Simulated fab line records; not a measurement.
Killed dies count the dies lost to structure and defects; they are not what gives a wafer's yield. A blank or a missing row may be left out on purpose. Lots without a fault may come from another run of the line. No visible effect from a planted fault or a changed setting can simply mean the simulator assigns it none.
Split-lot trial | flow n5-finfet | 7 lots, 21 wafers read, on a route of 1938 steps

== SPLIT DETAILS ==
At N5_BEOL_M6_ETCH_66 (etches SOC in N2/H2, target depth 80 nm, overetch 16 nm, time 120 s), the setting bias-w was moved away from the recipe's 150 W on 4 of the 21 wafers read, by +6.2% to +17.7%. The other wafers ran this setting at the recipe's value.

The reading is taken at the split's own step.

== THE READING ==
rf-vpp-V, in V, at N5_BEOL_M6_ETCH_66 (etches SOC in N2/H2, target depth 80 nm, overetch 16 nm, time 120 s). Fault-free wafers of this fab line usually give 523.6 V, standard deviation 2.6 V.

wafer  | tool, chamber at the split | bias-w as run, W | against the recipe | rf-vpp-V, V | against lot-mates on the recipe
L081.1 | rie-diel-01, 0             | 159.3            | +6.2%              | 543.0       | +19.8
L081.2 | rie-diel-01, 2             | 150              | recipe             | 526.3       | -
L081.3 | rie-diel-01, 1             | 150              | recipe             | 520.1       | -
L083.2 | rie-diel-01, 0             | 150              | recipe             | 523.7       | -
L083.3 | rie-diel-01, 1             | 150              | recipe             | 521.5       | -
L083.6 | rie-diel-01, 2             | 150              | recipe             | 526.2       | -
L082.2 | rie-diel-06, 3             | 150              | recipe             | 522.4       | -
L082.4 | rie-diel-06, 2             | 150              | recipe             | 527.5       | -
L082.6 | rie-diel-06, 3             | 150              | recipe             | 521.5       | -
L085.1 | rie-diel-01, 0             | 150              | recipe             | 523.3       | -
L085.2 | rie-diel-01, 2             | 150              | recipe             | 525.7       | -
L085.5 | rie-diel-01, 1             | 150              | recipe             | 520.1       | -
L087.3 | rie-diel-02, 1             | 150              | recipe             | 521.6       | -
L087.4 | rie-diel-02, 0             | 150              | recipe             | 527.5       | -
L087.5 | rie-diel-02, 2             | 150              | recipe             | 526.0       | -
L091.1 | rie-diel-01, 3             | 159.5            | +6.3%              | 543.1       | +20.1
L091.2 | rie-diel-01, 2             | 150              | recipe             | 526.5       | -
L091.6 | rie-diel-01, 1             | 150              | recipe             | 519.6       | -
L093.3 | rie-diel-02, 3             | 176.5            | +17.7%             | 577.3       | +50.5
L093.4 | rie-diel-02, 0             | 150              | recipe             | 526.8       | -
L093.5 | rie-diel-02, 1             | 176.5            | +17.7%             | 575.6       | +48.8

FIT RESULTS
A straight line over all 21 wafers: rf-vpp-V changes by +2.98 V for each +1% of bias-w; r = +0.99; the points scatter about the line by 2.6 V.
The same after taking each lot's own level away (the mean of its wafers on the recipe; 21 wafers): +2.84 V for each +1%; r = +0.99; scatter 2.5 V.
That fit puts the effect of the largest move of bias-w on the reading at 50 V.
The lots' own levels span 523.03 to 526.80 V, that is 1.4 times the standard deviation above.
So the lot-to-lot level changes the slope little: the two slopes agree.
Check: +50.2 V against its lot-mates is what the line predicts for one of the wafers moved furthest among these (+17.7%) when that wafer is left out of the fit. Against them it came out at +50.5 V.
Tool readings at the split's step, against how far the setting was moved: rf-vpp-V r = +0.99.

== THE OTHER SPLITS THESE WAFERS WENT THROUGH ==
Other splits were also applied to these wafers ahead of the reading. Each is held against what the fit with the lots' levels taken away leaves over:
other split on the same wafers   | wafers away from the commonest value | r with rf-vpp-V (lot level and that fit taken away)
N5_BEOL_M5_EXPOSE_25 dose-mj     | 6                                    | -0.22
N5_BEOL_M5_TRENCH_ETCH_37 bias-w | 8                                    | -0.10

== FILE'S OWN FIT ==
rf-vpp-V changes by +2.88 V for each +1% of bias-w, r = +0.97.
